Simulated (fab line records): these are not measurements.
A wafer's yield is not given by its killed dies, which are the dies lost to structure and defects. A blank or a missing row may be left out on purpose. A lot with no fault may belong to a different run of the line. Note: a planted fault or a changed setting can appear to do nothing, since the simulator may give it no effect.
Chamber matching :: flow nand_harc :: 4 sister chambers for NHARC_A_BONDPAD_CMP_19 on cmp-04
The step polishes, t overpolish 30 s, cu recess touch 16 s, target thk 169.8 nm. 8 wafers are shown with their chamber, then 7 later ones without.

## EACH WAFER AND ITS CHAMBER
wafer: L608.3
chamber: 0
motor_current_A (A): 12.0
overpolish_run_s (s): 29.981

wafer: L611.1
chamber: 2
motor_current_A (A): 11.9
overpolish_run_s (s): 30.003

wafer: L613.5
chamber: 3
motor_current_A (A): 10.9
overpolish_run_s (s): 29.985

wafer: L612.3
chamber: 2
motor_current_A (A): 11.8
overpolish_run_s (s): 29.997

wafer: L612.4
chamber: 1
motor_current_A (A): 8.8
overpolish_run_s (s): 30.000

wafer: L612.6
chamber: 1
motor_current_A (A): 8.9
overpolish_run_s (s): 30.002

wafer: L616.1
chamber: 3
motor_current_A (A): 11.0
overpolish_run_s (s): 30.003

wafer: L616.2
chamber: 0
motor_current_A (A): 13.0
overpolish_run_s (s): 30.025

## WAFERS WITH NO CHAMBER GIVEN
wafer: L616.4
motor_current_A (A): 8.8
overpolish_run_s (s): 29.998

wafer: L619.1
motor_current_A (A): 11.7
overpolish_run_s (s): 29.996

wafer: L619.2
motor_current_A (A): 12.3
overpolish_run_s (s): 30.003

wafer: L619.4
motor_current_A (A): 9.2
overpolish_run_s (s): 30.004

wafer: L618.1
motor_current_A (A): 8.9
overpolish_run_s (s): 30.010

wafer: L618.4
motor_current_A (A): 12.7
overpolish_run_s (s): 30.017

wafer: L618.5
motor_current_A (A): 9.0
overpolish_run_s (s): 30.004

## WHICH CHAMBER EACH ONE RAN IN
wafer: L616.4
from the rows above: 1
in truth: 1

wafer: L619.1
from the rows above: can't be placed: 2 or 3 or 0
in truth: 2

wafer: L619.2
from the rows above: can't be placed: 0 or 2
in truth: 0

wafer: L619.4
from the rows above: 1
in truth: 1

wafer: L618.1
from the rows above: 1
in truth: 1

wafer: L618.4
from the rows above: can't be placed: 0 or 2
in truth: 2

wafer: L618.5
from the rows above: 1
in truth: 1
Placed correctly: 4 of 7. These rows do not allow placing 3 (true chamber among the candidates in 3). Placed wrongly: 0.
How it was worked out, from the rows above alone: a wafer's distance from a chamber is the root of the sum, over the readings, of the square of ((its reading less the chamber's mean) divided by the reading's scatter). If the next closest chamber is less than 2 further off than the closest, the wafer can't be placed; otherwise it belongs to the closest. The mean given for a chamber averages the wafers shown for that chamber. The scatter: take each reading less its chamber's mean, square it, sum over the shown wafers, divide by the number of wafers less the number of chambers, and take the root.
